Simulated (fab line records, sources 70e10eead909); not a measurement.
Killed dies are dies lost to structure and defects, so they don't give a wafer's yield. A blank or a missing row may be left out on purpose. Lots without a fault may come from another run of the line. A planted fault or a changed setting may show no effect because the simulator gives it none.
Which tool did it? | flow nand_harc | 10 lots, 30 wafers sampled, at 7 steps of a route of 1302

WHAT THE GAUGES READ, wafer by wafer
NHARC_P_STI_CD_MEAS_09: target cd 200 nm.
lot  | measured     | on        | cd_nm (nm)
L547 | day 4 03:35  | cd_sem-02 | 199.5 198.2 199.8
L550 | day 5 09:55  | cd_sem-03 | 199.1 200.5 205.4
L551 | day 5 22:13  | cd_sem-02 | 204.6 197.2 201.6
L552 | day 6 07:50  | cd_sem-02 | 199.9 202.5 202.2
L553 | day 6 16:33  | cd_sem-03 | 198.5 201.3 202.0
L554 | day 7 01:31  | cd_sem-01 | 202.0 195.9 196.6
L557 | day 8 04:55  | cd_sem-03 | 215.6 216.1 217.2
L559 | day 9 02:38  | cd_sem-01 | 205.5 199.3 198.8
L565 | day 11 14:35 | cd_sem-02 | 199.8 203.4 203.5
L567 | day 12 08:05 | cd_sem-01 | 201.1 204.1 202.8

NHARC_P_STI_OCD_MEAS_17.
lot  | measured     | on     | trench_depth_nm (nm) | trench_foot_cd_nm (nm)
L547 | day 4 04:26  | ocd-01 | 300 300 298          | 158.4 155.8 158.0
L550 | day 5 10:42  | ocd-02 | 296 299 303          | 158.1 158.7 163.0
L551 | day 5 23:07  | ocd-01 | 301 307 307          | 162.6 154.3 159.0
L552 | day 6 08:37  | ocd-02 | 298 303 305          | 158.0 160.6 158.9
L553 | day 6 17:20  | ocd-02 | 305 301 299          | 155.6 159.0 160.6
L554 | day 7 02:20  | ocd-02 | 305 298 300          | 159.3 154.3 155.7
L557 | day 8 05:43  | ocd-02 | 296 302 303          | 174.3 174.5 175.1
L559 | day 9 03:25  | ocd-01 | 299 291 301          | 163.6 158.6 157.3
L565 | day 11 15:22 | ocd-02 | 301 302 302          | 157.9 160.9 161.0
L567 | day 12 08:52 | ocd-02 | 304 302 302          | 159.1 161.9 160.2

NHARC_END_SORT_01.
lot  | measured     | on        | killed_at_array | killed_at_other | killed_at_periphery | killed_dies | killed_open | killed_short
L553 | day 28 20:19 | prober-02 | 85 83 79        | 0 0 2           | 4 3 3               | 89 86 84    | 1 2 1       | 0 0 3
L557 | day 31 00:14 | prober-02 | 25              | 3               | 8                   | 36          | 4           | 2

WHICH TOOL RAN EACH LOT (tool, then ch and the chambers of the sampled wafers, then the start)
lot  | NHARC_P_ZERO_WELL_DESCUM_13        | NHARC_P_ZERO_WELL_ETCH_62                     | NHARC_P_ZERO_WELL_DESCUM_39        | NHARC_P_STI_EXPOSE_06
L547 | rie_diel-08 ch 0,2,3, day 3 03:17  | rie_diel-08 ch 2,3, day 3 06:13 or earlier    | rie_diel-01 ch 1,2,3, day 3 06:13  | krf_scanner-01 ch 0, day 4 03:26
L550 | rie_diel-04 ch 1,2, day 4 09:24    | rie_diel-04 ch 0,2, day 4 12:15 or earlier    | rie_diel-04 ch 0,1, day 4 12:15    | krf_scanner-04 ch 0, day 5 09:46
L551 | rie_diel-01 ch 0,1, day 4 19:23    | rie_diel-01 ch 0,2, day 4 22:10 or earlier    | rie_diel-04 ch 0,1, day 4 22:10    | krf_scanner-04 ch 0, day 5 22:04
L552 | rie_diel-04 ch 0,1,3, day 5 05:22  | rie_diel-04 ch 0,2, day 5 08:35 or earlier    | rie_diel-04 ch 0,1, day 5 08:35    | krf_scanner-04 ch 0, day 6 07:41
L553 | rie_diel-08 ch 2,3, day 5 15:18    | rie_diel-08 ch 2,3, day 5 18:19 or earlier    | rie_diel-01 ch 0,1,2, day 5 18:19  | krf_scanner-04 ch 0, day 6 16:24
L554 | rie_diel-04 ch 0,1,3, day 6 01:16  | rie_diel-04 ch 0,1,3, day 6 04:10 or earlier  | rie_diel-08 ch 0,1,2, day 6 04:10  | krf_scanner-04 ch 0, day 7 01:21
L557 | rie_diel-04 ch 0,1,2, day 7 07:25  | rie_diel-04 ch 0,2,3, day 7 10:25 or earlier  | rie_diel-08 ch 0,1,3, day 7 10:25  | krf_scanner-04 ch 0, day 8 04:46
L559 | rie_diel-04 ch 0,2,3, day 8 03:16  | rie_diel-04 ch 0,2,3, day 8 06:14 or earlier  | rie_diel-04 ch 0,1,3, day 8 06:14  | krf_scanner-01 ch 0, day 9 02:29
L565 | rie_diel-08 ch 0,1,3, day 10 15:24 | rie_diel-08 ch 0,1,3, day 10 18:18 or earlier | rie_diel-04 ch 0,1,3, day 10 18:18 | krf_scanner-01 ch 0, day 11 14:25
L567 | rie_diel-01 ch 1,2,3, day 11 11:25 | rie_diel-01 ch 0,1,3, day 11 14:23 or earlier | rie_diel-01 ch 2,3, day 11 14:23   | krf_scanner-01 ch 0, day 12 07:56
- NHARC_P_ZERO_WELL_DESCUM_13: chemistry O2, time 3 s.
- NHARC_P_ZERO_WELL_ETCH_62: etches the open film in CHF3/Ar, target depth 13 nm, time 6.5 s.
- NHARC_P_ZERO_WELL_DESCUM_39: chemistry O2, time 3 s.
- NHARC_P_STI_EXPOSE_06: exposes mask P STI, target cd 200 nm.

WHAT THE TOOLS THEMSELVES READ (means of the sampled wafers that have a number; where no wafer has one, the mark that the record gives instead)
NHARC_P_ZERO_WELL_DESCUM_13.
lot  | tool        | drypump_motor_current_A (A) | oes_product_au (a.u.) | rf_vpp_V (V) | showerhead_plenum_p_Torr (Torr) | throttle_valve_pct (%)
L547 | rie_diel-08 | 5.7                         | 1.002                 | 57.5         | 1.88                            | 11.322
L550 | rie_diel-04 | 5.7                         | 1.012                 | 57.5         | 1.90                            | 11.321
L551 | rie_diel-01 | 5.4                         | 1.004                 | 57.8         | 1.86                            | 11.306
L552 | rie_diel-04 | 5.3                         | 1.004                 | 57.6         | 1.98                            | 11.319
L553 | rie_diel-08 | 5.9                         | 0.999                 | 58.3         | 1.90                            | 11.312
L554 | rie_diel-04 | 5.4                         | 0.998                 | 58.9         | 1.98                            | 11.316
L557 | rie_diel-04 | 5.5                         | 1.006                 | 57.4         | 1.94                            | 11.308
L559 | rie_diel-04 | 5.6                         | 1.004                 | 57.4         | 1.97                            | 11.305
L565 | rie_diel-08 | 5.6                         | 1.007                 | 57.4         | 1.88                            | 11.320
L567 | rie_diel-01 | 5.8                         | 0.999                 | 57.7         | 1.84                            | 11.305

NHARC_P_ZERO_WELL_ETCH_62.
lot  | tool        | drypump_motor_current_A (A) | oes_product_au (a.u.) | rf_fwd_power_W (W) | rf_vpp_V (V) | showerhead_plenum_p_Torr (Torr) | throttle_valve_pct (%)
L547 | rie_diel-08 | 5.9                         | 0.947                 | 485.6              | 371.2        | 2.33                            | 20.219
L550 | rie_diel-04 | 5.4                         | 0.957                 | 487.7              | 372.8        | 2.45                            | 20.231
L551 | rie_diel-01 | 5.1                         | 0.969                 | 488.0              | 367.7        | 2.24                            | 20.209
L552 | rie_diel-04 | 5.5                         | 0.967                 | 488.0              | 373.6        | 2.45                            | 20.220
L553 | rie_diel-08 | 5.9                         | 0.953                 | 489.1              | 370.3        | 2.33                            | 20.217
L554 | rie_diel-04 | 5.4                         | 0.957                 | 488.8              | 372.2        | 2.43                            | 20.215
L557 | rie_diel-04 | 5.6                         | 0.956                 | 488.1              | 371.9        | 2.41                            | 20.222
L559 | rie_diel-04 | 5.6                         | 0.962                 | 490.0              | 372.0        | 2.41                            | 20.219
L565 | rie_diel-08 | 5.7                         | 0.949                 | 488.0              | 369.6        | 2.31                            | 20.214
L567 | rie_diel-01 | 5.8                         | 0.977                 | 486.4              | 369.6        | 2.27                            | 20.218

NHARC_P_ZERO_WELL_DESCUM_39.
lot  | tool        | drypump_motor_current_A (A) | oes_product_au (a.u.) | rf_vpp_V (V) | showerhead_plenum_p_Torr (Torr) | throttle_valve_pct (%)
L547 | rie_diel-01 | 5.8                         | 1.000                 | 57.6         | 1.85                            | 11.316
L550 | rie_diel-04 | 5.2                         | 0.991                 | 58.0         | 2.01                            | 11.307
L551 | rie_diel-04 | 5.2                         | 1.003                 | 58.5         | 2.01                            | 11.305
L552 | rie_diel-04 | 5.4                         | 1.002                 | 58.3         | 1.96                            | 11.309
L553 | rie_diel-01 | 5.5                         | 1.001                 | 57.4         | 1.84                            | 11.316
L554 | rie_diel-08 | 5.7                         | 1.008                 | 57.7         | 1.89                            | 11.308
L557 | rie_diel-08 | 5.6                         | 1.000                 | 57.4         | 1.89                            | 11.310
L559 | rie_diel-04 | 5.3                         | 0.999                 | 58.1         | 1.98                            | 11.308
L565 | rie_diel-04 | 5.3                         | 1.004                 | 58.3         | 1.97                            | 11.306
L567 | rie_diel-01 | 5.5                         | 1.008                 | 57.3         | 1.82                            | 11.310

THE ANSWER, worked out from the rows above alone
Rule: what is usual is taken from the lots themselves. Put in order of their means at a reading, lots are off if they are a third of the lots or fewer, leave a main group of 4 or more, and stand apart from it by a gap of 3 or more times the standard deviation of the main group's means; of several such gaps the widest counts. A main group whose means are all the same, to the digits that the tables above print for the reading, isn't used. A lot without any number at a reading at which 4 lots or more have one is off too. The other lots that the step has rows for count as sound. The gauges are gone through in route order, then the tools' own readings, and for those a lot's mean is taken as printed above. The first step at which some lot is off is used, and at that step the reading that is off furthest; a lot without a number counts as furthest.
Off: L557, at NHARC_P_STI_CD_MEAS_09 (cd_nm). The main group: mean 200.9 nm, standard deviation 1.4.
A tool fits if, at a process step before that reading, it ran every lot that is off, and no sound lot after the first of them. The gauges at NHARC_P_STI_CD_MEAS_09 aren't tried: what is off there is off at NHARC_P_STI_OCD_MEAS_17 too, on other tools, and a gauge's error can't cause that. NHARC_P_ZERO_WELL_ETCH_62 gives no start for some lots, so the hours and the order of its lots are those of NHARC_P_ZERO_WELL_DESCUM_39. Can't be told from this: 2 tools fit, rie_diel-08 at NHARC_P_ZERO_WELL_DESCUM_39, krf_scanner-04 at NHARC_P_STI_EXPOSE_06.

WHAT THE SIMULATOR HAD PUT IN
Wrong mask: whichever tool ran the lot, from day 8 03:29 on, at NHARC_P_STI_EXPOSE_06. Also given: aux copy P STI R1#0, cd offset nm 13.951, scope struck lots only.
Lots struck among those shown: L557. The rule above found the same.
